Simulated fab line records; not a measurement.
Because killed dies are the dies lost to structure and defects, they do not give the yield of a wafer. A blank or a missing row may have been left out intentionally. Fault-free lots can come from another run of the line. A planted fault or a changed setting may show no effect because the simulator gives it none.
fab line records -- flow n5-finfet
[record] lots = 7, wafers = 39
route steps=1938 shown DUMMY_GATE@243 SPACER0@258 HKMG_FIN@438
start-h: start of the lot's first displayed wafer, in hours after the record's first day -- wait-h: hours from the lot's prior step to this one -- " unchanged from the row above -- L1.1+2: a single row standing in for several wafers -- - either no value or no given start -- * or withheld: withheld -- < > ~ a bound
route shown NAME@n: NAME is a module with steps in the file, n the number in the route of the first one -- usual: average and standard deviation across the fault-free wafers -- same: alike in all rows -- chamber/n: place in a boat -- sites: per-site readings -- _std_site: standard deviation across them -- _edge_site: the outer-site mean with the inner-site mean subtracted -- radius-mm: for every site, how far away it sits from the centre of the wafer -- mask NAME#n: copy n -- behind: the tool/chamber that last shaped the wafer -- hold: reason for holding the lot/hours on hold/outcome of the hold -- device: transistor that didn't switch, given as n, p or np -- end of line: the same wafers' tests at the end of the route -- where a step has no rows: the recipe by itself -- killed: the dies lost at the first sort to structure and to defects; this is not the yield of the wafer -- map: dies across one wafer; x = killed, . = not, _ = none there
set.NAME: the run value of the setting; set.NAME@STEP: its run value at that earlier step -- model.NAME: the simulator's own value behind a step, which no gauge read
lots where settings were altered on purpose, with a table for each step and a row for each wafer
[[steps]]
[step N5_DUMMY_GATE_ETCH_31]
[recipe] chemistry = C4F6/O2, target = SiO2, mask-material = SOC, target-depth-a = 825, time-s = 27.5, ion-energy-ev = 250, pressure-mtorr = 30, source-w = 345, bias-w = 185, Ar_flow_sccm = 300, C4F6_flow_sccm = 10, O2_flow_sccm = 10
lot.wafer,tool,chamber,start-h,wait-h,set.target-depth-a,model.etch.depth-nm,model.SOC_of_DUMMY_GATE_COAT_34.thk-nm
L074.1,rie-diel-02,2,47.20,0.0,825,82.54,51.8
L074.2,rie-diel-02,3,47.20,0.0,825,82.43,51.8
L074.3,rie-diel-02,0,47.20,0.0,825,80.96,52
L074.4,rie-diel-02,1,47.20,0.0,825,79.59,51.8
L074.5,rie-diel-02,2,47.20,0.0,825,82.7,51.8
L074.6,rie-diel-02,1,47.20,0.0,825,80.08,51.8
L076.1,rie-diel-03,1,62.80,0.2,825,83.52,51.4
L076.2,rie-diel-03,0,62.80,0.2,825,82.67,51.6
L076.6,rie-diel-03,2,62.80,0.2,825,81.37,51.6
L082.1,rie-diel-05,1,95.21,0.1,765.4,74.38,53
L082.2,rie-diel-05,0,95.21,0.1,825,82.46,51.8
L082.3,rie-diel-05,2,95.21,0.1,765.4,76.77,52.4
L082.4,rie-diel-05,3,95.21,0.1,825,83.35,51.8
L082.5,rie-diel-05,1,95.21,0.1,765.4,74.69,52.8
L082.6,rie-diel-05,2,95.21,0.1,825,81.86,52.2
L085.1,rie-diel-02,1,120.48,0.0,825,83.73,51.8
L085.2,rie-diel-02,0,120.48,0.0,825,83.22,52
L085.3,rie-diel-02,2,120.48,0.0,783.6,78.43,52.4
L085.4,rie-diel-02,3,120.48,0.0,783.6,78.4,52.4
L085.5,rie-diel-02,1,120.48,0.0,825,83.94,52
L085.6,rie-diel-02,2,120.48,0.0,783.6,78.68,52.4
L086.1,rie-diel-05,2,120.48,0.0,825,81.66,52
L086.2,rie-diel-05,0,120.48,0.0,825,80.9,52
L086.3,rie-diel-05,1,120.48,0.0,754,73.21,52.8
L086.4,rie-diel-05,3,120.48,0.0,754,75.59,52.6
L086.5,rie-diel-05,2,120.48,0.0,825,81.66,51.8
L086.6,rie-diel-05,3,120.48,0.0,754,75.38,52.6
L093.1,rie-diel-02,1,161.67,0.0,879.4,89.5,51
L093.2,rie-diel-02,0,161.67,0.0,825,83.16,51.8
L093.3,rie-diel-02,3,161.67,0.0,825,81.91,51.8
L093.4,rie-diel-02,2,161.67,0.0,825,83.15,51.8
L093.5,rie-diel-02,0,161.67,0.0,879.4,89.41,51.2
L093.6,rie-diel-02,1,161.67,0.0,879.4,89.24,51.2
L096.1,rie-diel-02,2,179.95,0.0,825,82.8,51.8
L096.2,rie-diel-02,1,179.95,0.0,825,83.01,52
L096.3,rie-diel-02,3,179.95,0.0,825,81.94,52
L096.4,rie-diel-02,0,179.95,0.0,825,82.96,52
L096.5,rie-diel-02,1,179.95,0.0,825,83.13,51.8
L096.6,rie-diel-02,0,179.95,0.0,825,83.08,51.8
[step N5_DUMMY_GATE_ETCH_32]
[recipe] chemistry = CF4, target = SiO2, target-depth-a = 35, time-s = 3.9, ion-energy-ev = 350, pressure-mtorr = 10, icp-w = 800, bias-w = 400, cf4-flow-sccm = 80
lot.wafer,tool,chamber,start-h,wait-h,set.time-s,model.etch.depth-nm
L074.1,rie-si-01,1,47.45,0.1,3.9,3.376
L074.2,rie-si-01,3,47.45,0.1,3.9,3.48
L074.3,rie-si-01,2,47.45,0.1,3.9,3.525
L074.4,rie-si-01,0,47.45,0.1,3.9,3.415
L074.5,rie-si-01,1,47.45,0.1,3.9,3.383
L074.6,rie-si-01,2,47.45,0.1,3.9,3.528
L076.1,rie-si-01,3,63.05,0.1,3.9,3.463
L076.2,rie-si-01,2,63.05,0.1,3.9,3.508
L076.6,rie-si-01,1,63.05,0.1,3.9,3.377
L082.1,rie-si-01,1,95.46,0.1,3.9,3.377
L082.2,rie-si-01,3,95.46,0.1,3.9,3.458
L082.3,rie-si-01,0,95.46,0.1,3.9,3.411
L082.4,rie-si-01,2,95.46,0.1,3.9,3.503
L082.5,rie-si-01,1,95.46,0.1,3.9,3.351
L082.6,rie-si-01,2,95.46,0.1,3.9,3.513
L085.1,rie-si-03,3,120.73,0.1,4.183,3.759
L085.2,rie-si-03,1,120.73,0.1,3.9,3.523
L085.3,rie-si-03,2,120.73,0.1,4.183,3.691
L085.4,rie-si-03,0,120.73,0.1,3.9,3.534
L085.5,rie-si-03,2,120.73,0.1,4.183,3.73
L085.6,rie-si-03,1,120.73,0.1,3.9,3.509
L086.1,rie-si-05,0,120.73,0.1,4.601,4.196
L086.2,rie-si-05,3,120.73,0.1,3.9,3.401
L086.3,rie-si-05,2,120.73,0.1,4.601,4.21
L086.4,rie-si-05,1,120.73,0.1,3.9,3.484
L086.5,rie-si-05,1,120.73,0.1,3.9,3.503
L086.6,rie-si-05,2,120.73,0.1,4.601,4.231
L093.1,rie-si-05,0,161.92,0.1,3.9,3.544
L093.2,rie-si-05,2,161.92,0.1,3.9,3.574
L093.3,rie-si-05,3,161.92,0.1,3.9,3.4
L093.4+5,rie-si-05,1,161.92,0.1,3.9,3.5
L093.6,rie-si-05,0,161.92,0.1,3.9,3.552
L096.1,rie-si-05,0,180.20,0.1,3.9,3.57
L096.2,rie-si-05,3,180.20,0.1,3.9,3.438
L096.3,rie-si-05,2,180.20,0.1,3.9,3.585
L096.4,rie-si-05,1,180.20,0.1,3.9,3.478
L096.5,rie-si-05,0,180.20,0.1,3.9,3.546
L096.6,rie-si-05,3,180.20,0.1,3.9,3.412
[step N5_DUMMY_GATE_ETCH_42]
[recipe] chemistry = CHF3/O2, target = SiO2, target-depth-a = 35, time-s = 31, ion-energy-ev = 30, bias-w = 12, pressure-mtorr = 30, source-w = 600, Ar_flow_sccm = 200, CHF3_flow_sccm = 50, O2_flow_sccm = 5
[usual] rf-vpp-V = 42.5/0.97
lot.wafer,tool,chamber,start-h,wait-h,set.bias-w,rf-vpp-V
L074.1,rie-diel-03,0,47.70,0.0,14.22,49.3
L074.2,rie-diel-03,3,47.70,0.0,12,43.0
L074.3,rie-diel-03,2,47.70,0.0,14.22,47.6
L074.4,rie-diel-03,1,47.70,0.0,14.22,48.6
L074.5,rie-diel-03,0,47.70,0.0,12,41.1
L074.6,rie-diel-03,1,47.70,0.0,12,44.0
L076.1,rie-diel-02,3,63.38,0.1,12,42.5
L076.2,rie-diel-02,2,63.38,0.1,12,42.7
L076.6,rie-diel-02,3,63.38,0.1,12,42.4
L082.1,rie-diel-03,3,95.77,0.1,10.85,38.2
L082.2,rie-diel-03,0,95.77,0.1,10.85,39.9
L082.3,rie-diel-03,1,95.77,0.1,12,42.9
L082.4,rie-diel-03,2,95.77,0.1,12,41.2
L082.5,rie-diel-03,2,95.77,0.1,12,41.5
L082.6,rie-diel-03,1,95.77,0.1,10.85,39.9
L085.1,rie-diel-03,3,120.98,0.0,12.63,44.1
L085.2,rie-diel-03,1,120.98,0.0,12,43.1
L085.3,rie-diel-03,0,120.98,0.0,12.63,42.2
L085.4,rie-diel-03,2,120.98,0.0,12,40.9
L085.5,rie-diel-03,0,120.98,0.0,12,41.9
L085.6,rie-diel-03,1,120.98,0.0,12.63,43.6
L086.1,rie-diel-05,2,121.01,0.1,12,42.5
L086.2,rie-diel-05,3,121.01,0.1,13.49,46.0
L086.3,rie-diel-05,1,121.01,0.1,12,42.3
L086.4,rie-diel-05,0,121.01,0.1,13.49,46.1
L086.5,rie-diel-05,1,121.01,0.1,12,41.5
L086.6,rie-diel-05,0,121.01,0.1,13.49,45.3
L093.1,rie-diel-02,0,162.17,0.0,12,43.1
L093.2,rie-diel-02,2,162.17,0.0,12,40.6
L093.3,rie-diel-02,1,162.17,0.0,12,44.1
L093.4,rie-diel-02,3,162.17,0.0,12,43.5
L093.5,rie-diel-02,1,162.17,0.0,12,43.4
L093.6,rie-diel-02,0,162.17,0.0,12,43.8
L096.1,rie-diel-03,0,180.45,0.0,10.4,37.8
L096.2,rie-diel-03,1,180.45,0.0,10.4,38.8
L096.3,rie-diel-03,3,180.45,0.0,12,42.1
L096.4,rie-diel-03,2,180.45,0.0,12,42.9
L096.5,rie-diel-03,3,180.45,0.0,10.4,38.4
L096.6,rie-diel-03,0,180.45,0.0,12,43.2
[step N5_SPACER0_ALD_07]
[recipe] material = SiNx, target-thk-a = 20, temp-c = 400, ald-precursor-family = SiH2I2, ald-co-reactant = N2/H2-plasma, pressure-torr = 2
lot.wafer,tool,chamber,start-h,wait-h,set.target-thk-a,model.SiNx_of_SPACER0_ALD_07.thk-nm
L074.1+5,ald-sin-03,0,48.58,0.7,21.02,2
L074.2,ald-sin-03,1,48.58,0.7,21.02,2.2
L074.3+4+6,ald-sin-03,"3,2,1",48.58,0.7,20,2
L076.1+2+6,ald-sin-03,"3,0,1",63.75,0.1,20,2
L082.1+2+4,ald-sin-04,"3,0,1",96.05,0.0,20,2
L082.3+5+6,ald-sin-04,"2,3,2",96.05,0.0,22.17,2.2
L085.1+2+6,ald-sin-01,"0,3,3",121.25,0.0,20,2
L085.3+4+5,ald-sin-01,"2,1,0",121.25,0.0,18.77,1.8
L086.1+4+6,ald-sin-03,"2,3,3",121.54,0.3,22.06,2.2
L086.2+3+5,ald-sin-03,"0,1,0",121.54,0.3,20,2
L093.1+3+5,ald-sin-01,"2,1,0",162.44,0.0,23.11,2.4
L093.2+4+6,ald-sin-01,"3,0,3",162.44,0.0,20,2
L096.1+2+3+4+5+6,ald-sin-04,"3,0,2,1,3,2",181.85,1.2,20,2
[step N5_HKMG_FIN_ETCH_35]
[recipe] chemistry = N2/H2, target = SOC, target-depth-a = 2158, ion-energy-ev = 65, bias-w = 5, source-w = 3000, time-s = 243.4, pressure-mtorr = 30, n2-flow-sccm = 200, h2-flow-sccm = 200
[usual] rf-vpp-V = 141.6/1
lot.wafer,tool,chamber,start-h,wait-h,set.source-w,rf-vpp-V,model.HKMG_FIN.feature-depth-nm,model.etch.depth-nm,model.SOC_of_HKMG_FIN_COAT_29.thk-nm
L074.1,rie-diel-06,0,77.03,0.0,2454,153.9,182,182,118
L074.2,rie-diel-06,3,77.03,0.0,3000,142.7,214.6,214.6,85.8
L074.3,rie-diel-06,1,77.03,0.0,2454,150.6,181.6,181.6,118.6
L074.4,rie-diel-06,2,77.03,0.0,3000,141.0,217.6,217.6,82.4
L074.5,rie-diel-06,0,77.03,0.0,3000,141.9,216.2,216.2,83.8
L074.6,rie-diel-06,1,77.03,0.0,2454,152.1,181.8,181.8,118
L076.1,rie-diel-01,2,92.07,0.0,3000,141.0,215,215,86
L076.2,rie-diel-01,1,92.07,0.0,3000,141.5,210.8,210.8,89.4
L076.6,rie-diel-01,1,92.07,0.0,3000,141.4,208.6,208.6,92.4
L082.1,rie-diel-06,0,126.45,0.0,3252,140.1,228.8,228.9,73.4
L082.2,rie-diel-06,3,126.45,0.0,3000,142.5,212.6,212.6,88.6
L082.3,rie-diel-06,2,126.45,0.0,3000,141.4,214.6,214.7,87.6
L082.4,rie-diel-06,1,126.45,0.0,3252,136.4,229,229,73.2
L082.5,rie-diel-06,3,126.45,0.0,3252,137.4,229.8,229.7,72.4
L082.6,rie-diel-06,2,126.45,0.0,3000,139.9,214,214,87.2
L086.1,rie-diel-04,0,151.90,0.0,3225,138.1,227.2,227.2,73.4
L086.2,rie-diel-04,3,151.90,0.0,3000,141.3,218.6,218.5,82.4
L086.3,rie-diel-04,1,151.90,0.0,3000,143.1,212.2,212.3,88.6
L086.4,rie-diel-04,0,151.90,0.0,3225,135.6,225.8,225.8,74.6
L086.5,rie-diel-04,1,151.90,0.0,3225,138.0,224.6,224.6,76
L086.6,rie-diel-04,3,151.90,0.0,3000,139.9,218.8,218.8,82.4
L085.1,rie-diel-06,1,152.71,0.0,3249,137.3,226,226,72.8
L085.2,rie-diel-06,3,152.71,0.0,3000,142.1,212.6,212.6,87.4
L085.3,rie-diel-06,0,152.71,0.0,3000,142.8,215.8,215.7,84
L085.4,rie-diel-06,3,152.71,0.0,3249,137.3,229.2,229.3,70.6
L085.5,rie-diel-06,1,152.71,0.0,3000,143.0,213.2,213.2,86.6
L085.6,rie-diel-06,0,152.71,0.0,3249,138.1,229.6,229.6,70.2
L093.1,rie-diel-06,0,190.73,0.0,3000,141.7,215.6,215.5,85.4
L093.2,rie-diel-06,2,190.73,0.0,3000,141.6,216.2,216.2,84.6
L093.3,rie-diel-06,3,190.73,0.0,3000,142.8,216.4,216.5,84.6
L093.4,rie-diel-06,1,190.73,0.0,3000,141.6,214,214,86.4
L093.5,rie-diel-06,3,190.73,0.0,3000,141.9,215.8,215.9,84.8
L093.6,rie-diel-06,2,190.73,0.0,3000,141.1,218.4,218.3,82.8
L096.1,rie-diel-01,0,210.48,0.0,3000,143.7,220.6,220.6,78.8
L096.2,rie-diel-01,1,210.48,0.0,3000,142.1,215.8,215.8,85.6
L096.3,rie-diel-01,2,210.48,0.0,3000,141.0,212.6,212.6,88
L096.4,rie-diel-01,3,210.48,0.0,3000,142.4,213.4,213.5,87.4
L096.5,rie-diel-01,2,210.48,0.0,3000,140.8,214.8,214.8,86
L096.6,rie-diel-01,1,210.48,0.0,3000,141.3,213.8,213.8,87.2
[[key]]
[split] step = N5_DUMMY_GATE_ETCH_31, setting = target-depth-a, stated = 825, by = wafer
[response] step = N5_DUMMY_GATE_ETCH_31, reading = model.etch.depth-nm, change = +0.921, per = 1%, r = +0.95
[response] step = N5_DUMMY_GATE_ETCH_31, reading = model.SOC_of_DUMMY_GATE_COAT_34.thk-nm, change = -0.0966, per = 1%, r = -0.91
[split] step = N5_DUMMY_GATE_ETCH_32, setting = time-s, stated = 3.9, by = wafer
[response] step = N5_DUMMY_GATE_ETCH_32, reading = model.etch.depth-nm, change = +0.0398, per = 1%, r = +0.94
[split] step = N5_DUMMY_GATE_ETCH_42, setting = bias-w, stated = 12, by = wafer
[response] step = N5_DUMMY_GATE_ETCH_42, reading = rf-vpp-V, change = +0.306, per = 1%, r = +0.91
[split] step = N5_SPACER0_ALD_07, setting = target-thk-a, stated = 20, by = wafer
[response] step = N5_SPACER0_ALD_07, reading = model.SiNx_of_SPACER0_ALD_07.thk-nm, change = +0.0227, per = 1%, r = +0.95
[split] step = N5_HKMG_FIN_ETCH_35, setting = source-w, stated = 3000, by = wafer
[response] step = N5_HKMG_FIN_ETCH_35, reading = rf-vpp-V, change = -0.55, per = 1%, r = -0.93
[response] step = N5_HKMG_FIN_ETCH_35, reading = model.HKMG_FIN.feature-depth-nm, change = +1.79, per = 1%, r = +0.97
[response] step = N5_HKMG_FIN_ETCH_35, reading = model.etch.depth-nm, change = +1.79, per = 1%, r = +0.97
[response] step = N5_HKMG_FIN_ETCH_35, reading = model.SOC_of_HKMG_FIN_COAT_29.thk-nm, change = -1.79, per = 1%, r = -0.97
